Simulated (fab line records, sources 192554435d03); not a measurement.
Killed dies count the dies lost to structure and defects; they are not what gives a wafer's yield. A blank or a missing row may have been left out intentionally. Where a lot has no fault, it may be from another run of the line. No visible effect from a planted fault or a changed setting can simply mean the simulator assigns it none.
fab line records :: flow n5Finfet
record
  lots=14
  wafers=40
  lastDay=17
route steps=1938 shown PMOS_HMC_CHANNEL_EPI@75 BEOL_M15@1820 PASSIVATION@1936
lots that met no fault: from a run of the same line without faults
startH: the number of hours between the record's first day and the start of the first shown wafer of the lot :: waitH: hours since the lot's step before :: " the same as in the row above :: L1.1+2: one row covering several wafers at once :: - either no value or no given start :: * or withheld: withheld :: < > ~ a bound
route shown NAME@n: NAME is a module with steps in the file, n the number in the route of the first one :: usual: mean/standard deviation of fault-free wafers :: same: alike in all rows :: chamber/n: place in a boat :: sites: the reading at each site :: _std_site: their standard deviation :: _edge_site: outer sites' mean less inner sites' :: radiusMm: how far each site lies from the wafer's centre :: mask NAME#n: copy n :: behind: tool/chamber where the wafer was last shaped :: hold: reason for holding the lot/hours on hold/outcome of the hold :: device: the n, p or np transistor that did not switch :: end of line: the route-end tests of the same wafers :: a step without rows: its recipe alone :: killed: the dies lost at the first sort to structure and to defects; this is not the yield of the wafer :: map: a wafer's dies, x killed, . not, _ none there
set.NAME: the setting as run; set.NAME@STEP: as run at that earlier step :: model.NAME: the simulator's own value behind a step, which no gauge read
steps of the route over a sample of lots; a table a step, a row a wafer
services: when a tool's chamber went out of use (startH, in hours from the record's first day, below 0 if earlier), for how many hours, and the reason
## steps
# step N5_PMOS_HMC_CHANNEL_EPI_PRECLEAN_36
# recipe
  chemistry=O3/DIW
  timeS=45
  tempC=22
  o3Ppm=10
lot.wafer: L398.3+4+5
tool: wetBench-01
chamber: 0,3,2
startH: 18.63
waitH: 0.1

lot.wafer: L400.2+5+6
tool: wetBench-01
chamber: 6,4,1
startH: 30.31
waitH: 0.1

lot.wafer: L401.1+2+5
tool: wetBench-03
chamber: 6,0,5
startH: 35.70
waitH: 0.1

lot.wafer: L402.1+2+6
tool: wetBench-03
chamber: 0,2,4
startH: 41.77
waitH: 0.1

lot.wafer: L403.4+5
tool: wetBench-02
chamber: 1,3
startH: 47.71
waitH: 0.1

lot.wafer: L404.1+3+5
tool: wetBench-03
chamber: 7,6,5
startH: 53.95
waitH: 0.1

lot.wafer: L405.2+4+6
tool: wetBench-02
chamber: 4,2,7
startH: 60.08
waitH: 0.1

lot.wafer: L408.2+3+6
tool: wetBench-02
chamber: 0,5,1
startH: 78.26
waitH: 0.1

lot.wafer: L409.1+6
tool: wetBench-03
chamber: 0,5
startH: 83.71
waitH: 0.1

lot.wafer: L411.1+4+6
tool: wetBench-01
chamber: 4,1,5
startH: 96.63
waitH: 0.1

lot.wafer: L413.2+5+6
tool: wetBench-02
chamber: 2,6,3
startH: 109.18
waitH: 0.1

lot.wafer: L416.2+3+5
tool: wetBench-02
chamber: 7,3,4
startH: 128.24
waitH: 0.1

lot.wafer: L420.3+5+6
tool: wetBench-03
chamber: 3,6,1
startH: 150.55
waitH: 0.1

lot.wafer: L421.1+2+6
tool: wetBench-01
chamber: 2,5,1
startH: 156.15
waitH: 0.1
# step N5_BEOL_M15_SPUTTER_44
# recipe
  material=Ta
  targetThkA=150
  tempC=50
  biasV=80
  powerW=15000
  chamberPressurePa=0.07
  timeS=24.19
# usual
  susceptorTempC=49.99/0.11
  throttleValvePct=30.1/0.95
lot.wafer: L398.3
tool: pvdSputter-01
chamber: -
startH: 240.15
waitH: 0.0
susceptorTempC: 49.77
throttleValvePct: 31.6

lot.wafer: L398.4
tool: pvdSputter-01
chamber: -
startH: 240.15
waitH: 0.0
susceptorTempC: 50.00
throttleValvePct: 29.2

lot.wafer: L398.5
tool: pvdSputter-01
chamber: -
startH: 240.15
waitH: 0.0
susceptorTempC: 49.84
throttleValvePct: 29.3

lot.wafer: L401.1
tool: pvdSputter-03
chamber: -
startH: 255.10
waitH: 0.0
susceptorTempC: 49.96
throttleValvePct: 29.4

lot.wafer: L401.2
tool: pvdSputter-03
chamber: -
startH: 255.10
waitH: 0.0
susceptorTempC: 50.06
throttleValvePct: 30.4

lot.wafer: L401.5
tool: pvdSputter-03
chamber: -
startH: 255.10
waitH: 0.0
susceptorTempC: 49.95
throttleValvePct: 29.6

lot.wafer: L402.1
tool: pvdSputter-03
chamber: -
startH: 266.76
waitH: 0.0
susceptorTempC: 49.96
throttleValvePct: 28.4

lot.wafer: L402.2
tool: pvdSputter-03
chamber: -
startH: 266.76
waitH: 0.0
susceptorTempC: 49.98
throttleValvePct: 29.9

lot.wafer: L402.6
tool: pvdSputter-03
chamber: -
startH: 266.76
waitH: 0.0
susceptorTempC: 49.96
throttleValvePct: 30.2

lot.wafer: L400.2
tool: pvdSputter-03
chamber: -
startH: 269.12
waitH: 0.0
susceptorTempC: 49.86
throttleValvePct: 28.4

lot.wafer: L400.5
tool: pvdSputter-03
chamber: -
startH: 269.12
waitH: 0.0
susceptorTempC: 49.90
throttleValvePct: 28.5

lot.wafer: L400.6
tool: pvdSputter-03
chamber: -
startH: 269.12
waitH: 0.0
susceptorTempC: 50.07
throttleValvePct: 30.0

lot.wafer: L404.1
tool: pvdSputter-02
chamber: -
startH: 276.53
waitH: 0.0
susceptorTempC: 50.00
throttleValvePct: 30.7

lot.wafer: L404.3
tool: pvdSputter-02
chamber: -
startH: 276.53
waitH: 0.0
susceptorTempC: 50.00
throttleValvePct: 29.5

lot.wafer: L404.5
tool: pvdSputter-02
chamber: -
startH: 276.53
waitH: 0.0
susceptorTempC: 49.98
throttleValvePct: 29.6

lot.wafer: L403.4
tool: pvdSputter-01
chamber: -
startH: 279.55
waitH: 0.0
susceptorTempC: 50.10
throttleValvePct: 31.1

lot.wafer: L403.5
tool: pvdSputter-01
chamber: -
startH: 279.55
waitH: 0.0
susceptorTempC: 49.83
throttleValvePct: 29.3

lot.wafer: L405.2
tool: pvdSputter-01
chamber: -
startH: 299.35
waitH: 0.0
susceptorTempC: 49.99
throttleValvePct: 31.2

lot.wafer: L405.4
tool: pvdSputter-01
chamber: -
startH: 299.35
waitH: 0.0
susceptorTempC: 50.01
throttleValvePct: 29.1

lot.wafer: L405.6
tool: pvdSputter-01
chamber: -
startH: 299.35
waitH: 0.0
susceptorTempC: 49.95
throttleValvePct: 31.5

lot.wafer: L408.2
tool: pvdSputter-02
chamber: -
startH: 304.71
waitH: 0.0
susceptorTempC: 50.11
throttleValvePct: 30.5

lot.wafer: L408.3
tool: pvdSputter-02
chamber: -
startH: 304.71
waitH: 0.0
susceptorTempC: 50.12
throttleValvePct: 31.3

lot.wafer: L408.6
tool: pvdSputter-02
chamber: -
startH: 304.71
waitH: 0.0
susceptorTempC: 50.00
throttleValvePct: 31.4

lot.wafer: L409.1
tool: pvdSputter-01
chamber: -
startH: 315.90
waitH: 0.0
susceptorTempC: 50.05
throttleValvePct: 29.1

lot.wafer: L409.6
tool: pvdSputter-01
chamber: -
startH: 315.90
waitH: 0.0
susceptorTempC: 50.04
throttleValvePct: 31.0

lot.wafer: L413.2
tool: pvdSputter-02
chamber: -
startH: 326.76
waitH: 0.0
susceptorTempC: 50.28
throttleValvePct: 29.6

lot.wafer: L413.5
tool: pvdSputter-02
chamber: -
startH: 326.76
waitH: 0.0
susceptorTempC: 49.89
throttleValvePct: 31.5

lot.wafer: L413.6
tool: pvdSputter-02
chamber: -
startH: 326.76
waitH: 0.0
susceptorTempC: 50.18
throttleValvePct: 29.8

lot.wafer: L411.1
tool: pvdSputter-02
chamber: -
startH: 327.36
waitH: 0.0
susceptorTempC: 50.11
throttleValvePct: 30.7

lot.wafer: L411.4
tool: pvdSputter-02
chamber: -
startH: 327.36
waitH: 0.0
susceptorTempC: 49.97
throttleValvePct: 29.7

lot.wafer: L411.6
tool: pvdSputter-02
chamber: -
startH: 327.36
waitH: 0.0
susceptorTempC: 50.02
throttleValvePct: 30.6

lot.wafer: L416.2
tool: pvdSputter-01
chamber: -
startH: 362.86
waitH: 0.0
susceptorTempC: 49.90
throttleValvePct: 31.7

lot.wafer: L416.3
tool: pvdSputter-01
chamber: -
startH: 362.86
waitH: 0.0
susceptorTempC: 49.96
throttleValvePct: 29.0

lot.wafer: L416.5
tool: pvdSputter-01
chamber: -
startH: 362.86
waitH: 0.0
susceptorTempC: 50.07
throttleValvePct: 28.7

lot.wafer: L420.3
tool: pvdSputter-03
chamber: -
startH: 386.57
waitH: 0.0
susceptorTempC: 49.83
throttleValvePct: 30.3

lot.wafer: L420.5
tool: pvdSputter-03
chamber: -
startH: 386.57
waitH: 0.0
susceptorTempC: 50.15
throttleValvePct: 28.3

lot.wafer: L420.6
tool: pvdSputter-03
chamber: -
startH: 386.57
waitH: 0.0
susceptorTempC: 49.94
throttleValvePct: 29.8

lot.wafer: L421.1
tool: pvdSputter-02
chamber: -
startH: 389.71
waitH: 0.0
susceptorTempC: 49.77
throttleValvePct: 31.4

lot.wafer: L421.2
tool: pvdSputter-02
chamber: -
startH: 389.71
waitH: 0.0
susceptorTempC: 50.02
throttleValvePct: 30.3

lot.wafer: L421.6
tool: pvdSputter-02
chamber: -
startH: 389.71
waitH: 0.0
susceptorTempC: 50.05
throttleValvePct: 31.3
# step N5_BEOL_M15_ANNEAL_48
# recipe
  tempC=225
  timeS=90
  ambient=N2
# usual
  annealTempC=225.02/0.16
  wafer_temp_C_max=226.0/0.35
lot.wafer: L398.3
tool: rtpAnneal-02
chamber: 0
startH: 240.81
waitH: 0.3
annealTempC: 225.06
wafer_temp_C_max: 226.0

lot.wafer: L398.4
tool: rtpAnneal-02
chamber: 0
startH: 240.81
waitH: 0.3
annealTempC: 225.04
wafer_temp_C_max: 226.3

lot.wafer: L398.5
tool: rtpAnneal-02
chamber: 0
startH: 240.81
waitH: 0.3
annealTempC: 225.16
wafer_temp_C_max: 226.7

lot.wafer: L401.1
tool: rtpAnneal-01
chamber: 0
startH: 255.54
waitH: 0.2
annealTempC: 225.20
wafer_temp_C_max: 225.6

lot.wafer: L401.2
tool: rtpAnneal-01
chamber: 0
startH: 255.54
waitH: 0.2
annealTempC: 225.29
wafer_temp_C_max: 225.4

lot.wafer: L401.5
tool: rtpAnneal-01
chamber: 0
startH: 255.54
waitH: 0.2
annealTempC: 225.16
wafer_temp_C_max: 225.6

lot.wafer: L402.1
tool: rtpAnneal-01
chamber: 0
startH: 267.20
waitH: 0.2
annealTempC: 224.91
wafer_temp_C_max: 225.6

lot.wafer: L402.2
tool: rtpAnneal-01
chamber: 0
startH: 267.20
waitH: 0.2
annealTempC: 224.87
wafer_temp_C_max: 225.9

lot.wafer: L402.6
tool: rtpAnneal-01
chamber: 0
startH: 267.20
waitH: 0.2
annealTempC: 224.82
wafer_temp_C_max: 225.7

lot.wafer: L400.2
tool: rtpAnneal-02
chamber: 0
startH: 269.67
waitH: 0.3
annealTempC: 225.01
wafer_temp_C_max: 226.4

lot.wafer: L400.5
tool: rtpAnneal-02
chamber: 0
startH: 269.67
waitH: 0.3
annealTempC: 224.82
wafer_temp_C_max: 226.5

lot.wafer: L400.6
tool: rtpAnneal-02
chamber: 0
startH: 269.67
waitH: 0.3
annealTempC: 224.75
wafer_temp_C_max: 226.0

lot.wafer: L404.1
tool: rtpAnneal-01
chamber: 0
startH: 277.07
waitH: 0.3
annealTempC: 224.84
wafer_temp_C_max: 225.5

lot.wafer: L404.3
tool: rtpAnneal-01
chamber: 0
startH: 277.07
waitH: 0.3
annealTempC: 224.74
wafer_temp_C_max: 225.4

lot.wafer: L404.5
tool: rtpAnneal-01
chamber: 0
startH: 277.07
waitH: 0.3
annealTempC: 224.71
wafer_temp_C_max: 225.6

lot.wafer: L403.4
tool: rtpAnneal-01
chamber: 0
startH: 280.12
waitH: 0.2
annealTempC: 225.12
wafer_temp_C_max: 225.8

lot.wafer: L403.5
tool: rtpAnneal-01
chamber: 0
startH: 280.12
waitH: 0.2
annealTempC: 225.02
wafer_temp_C_max: 225.8

lot.wafer: L405.2
tool: rtpAnneal-01
chamber: 0
startH: 300.16
waitH: 0.5
annealTempC: 225.12
wafer_temp_C_max: 225.7

lot.wafer: L405.4
tool: rtpAnneal-01
chamber: 0
startH: 300.16
waitH: 0.5
annealTempC: 224.95
wafer_temp_C_max: 225.6

lot.wafer: L405.6
tool: rtpAnneal-01
chamber: 0
startH: 300.16
waitH: 0.5
annealTempC: 224.89
wafer_temp_C_max: 225.9

lot.wafer: L408.2
tool: rtpAnneal-01
chamber: 0
startH: 305.36
waitH: 0.4
annealTempC: 225.06
wafer_temp_C_max: 225.8

lot.wafer: L408.3
tool: rtpAnneal-01
chamber: 0
startH: 305.36
waitH: 0.4
annealTempC: 224.78
wafer_temp_C_max: 225.7

lot.wafer: L408.6
tool: rtpAnneal-01
chamber: 0
startH: 305.36
waitH: 0.4
annealTempC: 224.90
wafer_temp_C_max: 225.5

lot.wafer: L409.1
tool: rtpAnneal-02
chamber: 0
startH: 316.56
waitH: 0.4
annealTempC: 225.00
wafer_temp_C_max: 226.5

lot.wafer: L409.6
tool: rtpAnneal-02
chamber: 0
startH: 316.56
waitH: 0.4
annealTempC: 224.79
wafer_temp_C_max: 226.2

lot.wafer: L413.2
tool: rtpAnneal-02
chamber: 0
startH: 327.24
waitH: 0.2
annealTempC: 224.94
wafer_temp_C_max: 226.3

lot.wafer: L413.5
tool: rtpAnneal-02
chamber: 0
startH: 327.24
waitH: 0.2
annealTempC: 225.11
wafer_temp_C_max: 226.3

lot.wafer: L413.6
tool: rtpAnneal-02
chamber: 0
startH: 327.24
waitH: 0.2
annealTempC: 225.13
wafer_temp_C_max: 226.2

lot.wafer: L411.1
tool: rtpAnneal-02
chamber: 0
startH: 327.80
waitH: 0.2
annealTempC: 224.72
wafer_temp_C_max: 226.4

lot.wafer: L411.4
tool: rtpAnneal-02
chamber: 0
startH: 327.80
waitH: 0.2
annealTempC: 224.92
wafer_temp_C_max: 226.5

lot.wafer: L411.6
tool: rtpAnneal-02
chamber: 0
startH: 327.80
waitH: 0.2
annealTempC: 224.92
wafer_temp_C_max: 226.1

lot.wafer: L416.2
tool: rtpAnneal-02
chamber: 0
startH: 363.60
waitH: 0.5
annealTempC: 225.32
wafer_temp_C_max: 226.0

lot.wafer: L416.3
tool: rtpAnneal-02
chamber: 0
startH: 363.60
waitH: 0.5
annealTempC: 225.16
wafer_temp_C_max: 226.1

lot.wafer: L416.5
tool: rtpAnneal-02
chamber: 0
startH: 363.60
waitH: 0.5
annealTempC: 225.18
wafer_temp_C_max: 226.2

lot.wafer: L420.3
tool: rtpAnneal-01
chamber: 0
startH: 387.24
waitH: 0.3
annealTempC: 224.93
wafer_temp_C_max: 225.9

lot.wafer: L420.5
tool: rtpAnneal-01
chamber: 0
startH: 387.24
waitH: 0.3
annealTempC: 224.93
wafer_temp_C_max: 225.8

lot.wafer: L420.6
tool: rtpAnneal-01
chamber: 0
startH: 387.24
waitH: 0.3
annealTempC: 225.06
wafer_temp_C_max: 225.9

lot.wafer: L421.1
tool: rtpAnneal-02
chamber: 0
startH: 390.15
waitH: 0.2
annealTempC: 225.35
wafer_temp_C_max: 226.1

lot.wafer: L421.2
tool: rtpAnneal-02
chamber: 0
startH: 390.15
waitH: 0.2
annealTempC: 225.03
wafer_temp_C_max: 226.3

lot.wafer: L421.6
tool: rtpAnneal-02
chamber: 0
startH: 390.15
waitH: 0.2
annealTempC: 225.13
wafer_temp_C_max: 226.1
# step N5_PASSIVATION_PROBE_49
# usual
  killed_at_M0_to_M3=35/11
  killed_at_M4_up=13/5.7
  killedAtContacts=12/5.7
  killedAtFrontEnd=40/11
  killedAtOther=4/4.4
  killedDies=105/18
  killedOpen=68/14
  killedShort=34/7.4
# same
  grossDies=1180
  killedAtBackSide=0
lot.wafer: L413.2
tool: prober-02
chamber: -
startH: 345.61
waitH: 0.1
killed_at_M0_to_M3: 28
killed_at_M4_up: 5
killedAtContacts: 7
killedAtFrontEnd: 138
killedAtOther: 9
killedDies: 187
killedOpen: 38
killedShort: 35

lot.wafer: L413.5
tool: prober-02
chamber: -
startH: 345.76
waitH: 0.2
killed_at_M0_to_M3: 26
killed_at_M4_up: 12
killedAtContacts: 12
killedAtFrontEnd: 160
killedAtOther: 1
killedDies: 211
killedOpen: 51
killedShort: 34

lot.wafer: L413.6
tool: prober-02
chamber: -
startH: 345.81
waitH: 0.3
killed_at_M0_to_M3: 25
killed_at_M4_up: 11
killedAtContacts: 10
killedAtFrontEnd: 159
killedAtOther: 9
killedDies: 214
killedOpen: 50
killedShort: 26

lot.wafer: L416.2
tool: prober-01
chamber: -
startH: 383.15
waitH: 0.1
killed_at_M0_to_M3: 24
killed_at_M4_up: 16
killedAtContacts: 27
killedAtFrontEnd: 161
killedAtOther: 1
killedDies: 229
killedOpen: 68
killedShort: 29

lot.wafer: L416.3
tool: prober-01
chamber: -
startH: 383.20
waitH: 0.1
killed_at_M0_to_M3: 23
killed_at_M4_up: 15
killedAtContacts: 9
killedAtFrontEnd: 164
killedAtOther: 1
killedDies: 212
killedOpen: 52
killedShort: 29

lot.wafer: L416.5
tool: prober-01
chamber: -
startH: 383.30
waitH: 0.2
killed_at_M0_to_M3: 19
killed_at_M4_up: 7
killedAtContacts: 7
killedAtFrontEnd: 156
killedAtOther: 2
killedDies: 191
killedOpen: 47
killedShort: 31
# killed by level:class
L413.2 PMOS_HMC_CHANNEL_EPI:unspecified=111 BEOL_M0_SAQP:geometricParticle:short=10 STI_FIN_REVEAL:geometricParticle:open=8 BEOL_M3:geometricParticle:open=6 MOL_CONTACT_COAG:geometricParticle:open=5 BEOL_M3:geometricParticle:short=4 MIM_TOP_ETCH:geometricParticle:open=4 STI_FIN_REVEAL:geometricParticle:short=3
L413.5 PMOS_HMC_CHANNEL_EPI:unspecified=126 FIN_SAQP:geometricParticle:short=10 MOL_CONTACT_COAG:geometricParticle:open=10 BEOL_M0_SAQP:geometricParticle:open=8 GATE_CUT:geometricParticle:open=6 STI_FIN_REVEAL:geometricParticle:open=5 GATE_CUT:geometricParticle:short=5 BEOL_M2:geometricParticle:open=5
L413.6 PMOS_HMC_CHANNEL_EPI:unspecified=134 MOL_CONTACT_COAG:geometricParticle:open=6 BEOL_M2:geometricParticle:open=6 BEOL_M0_SAQP:geometricParticle:open=5 BEOL_M4:geometricParticle:open=5 ILD0:geometricParticle:short=4 MOL_CONTACT_COAG:geometricParticle:short=4 BEOL_M1:geometricParticle:open=4
L416.2 PMOS_HMC_CHANNEL_EPI:unspecified=126 MOL_CONTACT_COAG:geometricParticle:open=20 FIN_SAQP:geometricParticle:short=7 MOL_CONTACT_COAG:geometricParticle:short=7 BEOL_M4:geometricParticle:open=7 FIN_SAQP:geometricParticle:open=6 ILD0:geometricParticle:open=6 BEOL_M0_SAQP:geometricParticle:short=6
L416.3 PMOS_HMC_CHANNEL_EPI:unspecified=129 BEOL_M0_SAQP:geometricParticle:open=8 FIN_SAQP:geometricParticle:open=7 FIN_SAQP:geometricParticle:short=7 MOL_CONTACT_COAG:geometricParticle:open=7 BEOL_M2:geometricParticle:open=7 STARTING-WAFER:geometricParticle:open=6 GATE_CUT:geometricParticle:short=4
L416.5 PMOS_HMC_CHANNEL_EPI:unspecified=108 FIN_SAQP:geometricParticle:short=8 FIN_SAQP:geometricParticle:open=7 STI_FIN_REVEAL:geometricParticle:open=6 MOL_CONTACT_COAG:geometricParticle:open=5 BEOL_M0_SAQP:geometricParticle:short=5 BEOL_M4:geometricParticle:open=5 HKMG_FIN:areaEtch=5
## services
tool: wetBench-02
chamber: -
startH: 10.60
hours: 27.0
kind: repair

tool: pvdSputter-02
chamber: -
startH: 25.35
hours: 0.9
kind: repair

tool: pvdSputter-03
chamber: -
startH: 41.76
hours: 3.5
kind: repair

tool: wetBench-01
chamber: -
startH: 108.82
hours: 2.7
kind: repair

tool: pvdSputter-01
chamber: -
startH: 144.28
hours: 0.7
kind: repair

tool: rtpAnneal-02
chamber: -
startH: 175.38
hours: 5.5
kind: pm

tool: pvdSputter-02
chamber: -
startH: 177.09
hours: 4.0
kind: repair

tool: wetBench-01
chamber: -
startH: 179.80
hours: 3.1
kind: repair

tool: pvdSputter-03
chamber: -
startH: 366.40
hours: 10.0
kind: repair

tool: wetBench-01
chamber: -
startH: 371.79
hours: 3.2
kind: repair
## key
firstSign
  step=N5_PASSIVATION_PROBE_49
  reading=killedAtFrontEnd
  direction=up
  sigmas=11
  usual=40
  struck=156
effect
  step=N5_PASSIVATION_PROBE_49
  reading=killedDies
  direction=up
  sigmas=5.8
  usual=105
  struck=207
moreKillsBornAt
  N5_PMOS_HMC_CHANNEL_EPI_PRECLEAN_36@wetBench-02=734
metAt N5_PMOS_HMC_CHANNEL_EPI_PRECLEAN_36
struckLots L413,L416
testerLeftOut L413,L416
notActingAt N5_BEOL_M15_SPUTTER_44,N5_BEOL_M15_ANNEAL_48
onsetBetween 78.26 109.18
fault
  kind=chamberParticleSource
  tool=wetBench-02
  chamber=-
  onsetH=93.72
  steps=N5_PMOS_HMC_CHANNEL_EPI_PRECLEAN_36
  ratePerVisitCm2=1.0904
  endH=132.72
# testerLeftOut: of these lots the tester's yield and bins aren't shown, on N5 and GAA mostly nor the transistor test; their killed dies are dies lost to structure and defects alone, not to doping, threshold or leakage, so they don't give the yield
